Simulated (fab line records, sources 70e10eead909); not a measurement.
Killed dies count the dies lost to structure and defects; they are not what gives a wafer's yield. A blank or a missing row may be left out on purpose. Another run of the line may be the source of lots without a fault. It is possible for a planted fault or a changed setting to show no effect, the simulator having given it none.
8D (eight disciplines) problem report, filled in by code + flow nand_harc + the parts of the form that need people (team, actions taken, sign-off) are left out

## 1. THE ISSUE
A mean of 236.0 is read at NHARC_P_M1_INSPECT_11 for raw_defect_count, taken on 1 wafer of 1 lot, against 4.1 (standard deviation 2.2) on wafers free of any fault. That is +99 or more standard deviations from the usual mean.
The first sign was on wafer L330.1 at day 8 14:59, on defect_inspect-01. The record has a number at this step for 36 wafers belonging to 12 lots. By rule, "out" or "out of limits" means more than 4 standard deviations away from the usual mean. The rest of the wafers with a number are treated as sound.

## 2. WHAT IT IS; WHAT IT IS NOT
| question                    | is                | is not                                                                                       |
|-----------------------------|-------------------|----------------------------------------------------------------------------------------------|
| which readings at this step | raw_defect_count  | -                                                                                            |
| which lots                  | L330              | L319, L320, L321, L322, L324, L329, L331, L336, L337, L338, L341                             |
| which wafers of those lots  | L330.1            | L330.5, L330.6                                                                               |
| read on which gauges        | defect_inspect-01 | defect_inspect-02                                                                            |
| when                        | from day 8 14:59  | up to then (20 sound wafers); but 15 sound wafers of L331, L336, L337, L338, L341 came after |

## 3. THE SUSPECTS, EACH WITH WHAT RULES IT OUT
Counting: if a tool at a process step up to the reading ran every lot that is out, it stays a suspect. Sound lots after the first of them don't rule it out here, since some wafers of a struck lot are sound.
- the gauge at NHARC_P_M1_INSPECT_11 is ruled out. All the wafers that are out were read on defect_inspect-01, but those of them that NHARC_END_SORT_01 has rows for are out there too, on other tools.
- rie_diel-12 at NHARC_P_M0_ETCH_15 (etches the open film in C4F8/Ar, target depth 150 nm, overetch 15 nm, time 82.5 s): kept. It processed L330, the lot that is out, at day 8 13:11, and its most recent sound lot before then was L329 at day 8 07:56. NHARC_P_M0_ETCH_15: start missing for some lots; hours and lot order therefore follow NHARC_P_M0_CMP_23.
- cmp-04 at NHARC_P_M0_CMP_23 (polishes, t overpolish 20 s, target thk 117.53 nm): kept. It processed L330, the lot that is out, at day 8 13:11, and its most recent sound lot before then was L322 at day 6 15:58.
- At NHARC_P_M0_ETCH_15, inside rie_diel-12: chamber 0 took the wafers that are out, while their sound lot-mates went through chambers 1, 2.
- At NHARC_P_M0_CMP_23, inside cmp-04: chamber 1 took the wafers that are out, while their sound lot-mates went through chambers 2, 3.
Left after counting: rie_diel-12 at NHARC_P_M0_ETCH_15, cmp-04 at NHARC_P_M0_CMP_23.

## 4. THE CAUSE (what the simulator had put in)
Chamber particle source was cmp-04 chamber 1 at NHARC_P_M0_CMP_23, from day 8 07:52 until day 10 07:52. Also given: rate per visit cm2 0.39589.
This tool is one of the 2 suspects left after counting.

## 5. THE EFFECT CHAIN, in route order
Each row: a reading where the mean over the struck wafers with a number is more than 3 standard deviations away from the usual. Scope: only readings with a usual standard deviation given in the record; hours: median across lots of the time from each lot's start at the first step in this table that gives one to its start at this step; sigmas: change in usual standard deviations.
| hours | step                  | reading              | usual  | on struck wafers | change | sigmas      |
|-------|-----------------------|----------------------|--------|------------------|--------|-------------|
| 0     | NHARC_P_M1_INSPECT_11 | raw_defect_count     | 4.1    | 236.0            | +231.9 | +99 or more |
| 343   | NHARC_END_SORT_01     | defect_limited_yield | 95.8 % | 66.9             | -28.9  | -22         |
| 343   | NHARC_END_SORT_01     | killed_at_periphery  | 3.6    | 208.0            | +204.4 | +89         |
| 343   | NHARC_END_SORT_01     | killed_dies          | 28     | 224              | +196   | +22         |
| 343   | NHARC_END_SORT_01     | sort_bin_2_pct       | 1.3 %  | 10.3             | +9.0   | +16         |
| 343   | NHARC_END_SORT_01     | sort_bin_3_pct       | 0.22 % | 1.62             | +1.40  | +7.4        |
| 343   | NHARC_END_SORT_01     | sort_bin_4_pct       | 2.7 %  | 21.1             | +18.4  | +21         |
| 343   | NHARC_END_SORT_01     | sort_n_pass          | 649    | 453              | -196   | -22         |
| 343   | NHARC_END_SORT_01     | sort_rim_yield_pct   | 95 %   | 58               | -37    | -12         |
| 343   | NHARC_END_SORT_01     | sort_yield_pct       | 95.8 % | 66.9             | -28.9  | -22         |

## 6. WHAT WOULD HAVE CAUGHT IT SOONER
Counted from the fault's start at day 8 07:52, it took 7 hours until the first out-of-limits reading at a measuring or inspecting step in this record, taken at day 8 14:59.
Tool readings at NHARC_P_M0_CMP_23 with a usual standard deviation given in the record: none out on any struck wafer, hence no alarm at a limit of 4 standard deviations on them.
By day 8 14:59 the whole set of lots that are out, 1 in number, had already begun NHARC_P_M0_CMP_23 on cmp-04. Had the tool been put on hold then, not one of them would have been saved.
